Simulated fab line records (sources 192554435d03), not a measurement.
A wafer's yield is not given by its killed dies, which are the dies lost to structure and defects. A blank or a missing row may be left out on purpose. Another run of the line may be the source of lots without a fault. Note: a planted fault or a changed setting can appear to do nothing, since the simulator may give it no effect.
Matching of chambers :: flow n5_finfet :: N5_SPACER0_ALD_08 on ald_sin-04 has 4 sister chambers
The step deposits SiNx, target thk 2 nm. 14 wafers are shown with their chamber, then 7 later ones without.

WAFERS WITH THEIR CHAMBER
wafer: L860.3
chamber: 0
heater_power_w (W): 973
susceptor_temp_C (C): 399.98

wafer: L860.5
chamber: 1
heater_power_w (W): 859
susceptor_temp_C (C): 400.33

wafer: L860.6
chamber: 0
heater_power_w (W): 998
susceptor_temp_C (C): 400.26

wafer: L861.2
chamber: 2
heater_power_w (W): 1006
susceptor_temp_C (C): 399.90

wafer: L861.4
chamber: 0
heater_power_w (W): 961
susceptor_temp_C (C): 399.98

wafer: L861.5
chamber: 2
heater_power_w (W): 1034
susceptor_temp_C (C): 399.81

wafer: L870.2
chamber: 2
heater_power_w (W): 1045
susceptor_temp_C (C): 399.32

wafer: L870.3
chamber: 1
heater_power_w (W): 848
susceptor_temp_C (C): 399.88

wafer: L870.5
chamber: 1
heater_power_w (W): 847
susceptor_temp_C (C): 400.36

wafer: L871.1
chamber: 0
heater_power_w (W): 978
susceptor_temp_C (C): 400.03

wafer: L871.2
chamber: 1
heater_power_w (W): 858
susceptor_temp_C (C): 400.09

wafer: L871.5
chamber: 3
heater_power_w (W): 823
susceptor_temp_C (C): 399.58

wafer: L872.3
chamber: 0
heater_power_w (W): 959
susceptor_temp_C (C): 399.69

wafer: L872.5
chamber: 2
heater_power_w (W): 1015
susceptor_temp_C (C): 400.09

SIGNATURES, as means of the wafers listed above
reading: heater_power_w
chamber 0: 973.80
chamber 1: 853.00
chamber 2: 1025.00
chamber 3: 823.00
scatter within a chamber: 14.3

reading: susceptor_temp_C
chamber 0: 399.9880
chamber 1: 400.1650
chamber 2: 399.7800
chamber 3: 399.5800
scatter within a chamber: 0.253
Rule: for each reading, subtract the chamber's mean from the wafer's reading, divide by that reading's scatter and square the result; add these up over the readings and take the root, which gives the wafer's distance from the chamber. If the next closest chamber is less than 2 further off than the closest, the wafer can't be placed; otherwise it belongs to the closest. The scatter: take each reading less its chamber's mean, square it, sum over the shown wafers, divide by the number of wafers less the number of chambers, and take the root.

WAFERS WITH NO CHAMBER GIVEN
wafer: L872.6
heater_power_w (W): 837
susceptor_temp_C (C): 399.72

wafer: L875.1
heater_power_w (W): 842
susceptor_temp_C (C): 399.96

wafer: L875.3
heater_power_w (W): 1002
susceptor_temp_C (C): 400.27

wafer: L875.6
heater_power_w (W): 962
susceptor_temp_C (C): 399.86

wafer: L878.3
heater_power_w (W): 1058
susceptor_temp_C (C): 400.05

wafer: L878.4
heater_power_w (W): 989
susceptor_temp_C (C): 399.98

wafer: L878.5
heater_power_w (W): 983
susceptor_temp_C (C): 400.20

THE CHAMBER EACH PASSED THROUGH
wafer: L872.6
from the rows above: can't be placed: 3 or 1
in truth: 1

wafer: L875.1
from the rows above: can't be placed: 1 or 3
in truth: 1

wafer: L875.3
from the rows above: can't be placed: 0 or 2
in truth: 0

wafer: L875.6
from the rows above: 0
in truth: 0

wafer: L878.3
from the rows above: 2
in truth: 2

wafer: L878.4
from the rows above: can't be placed: 0 or 2
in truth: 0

wafer: L878.5
from the rows above: 0
in truth: 0
Placed correctly: 3 of 7. Unplaceable from these rows: 4, with the true chamber sitting among the candidates in 4. Placed wrongly: 0.
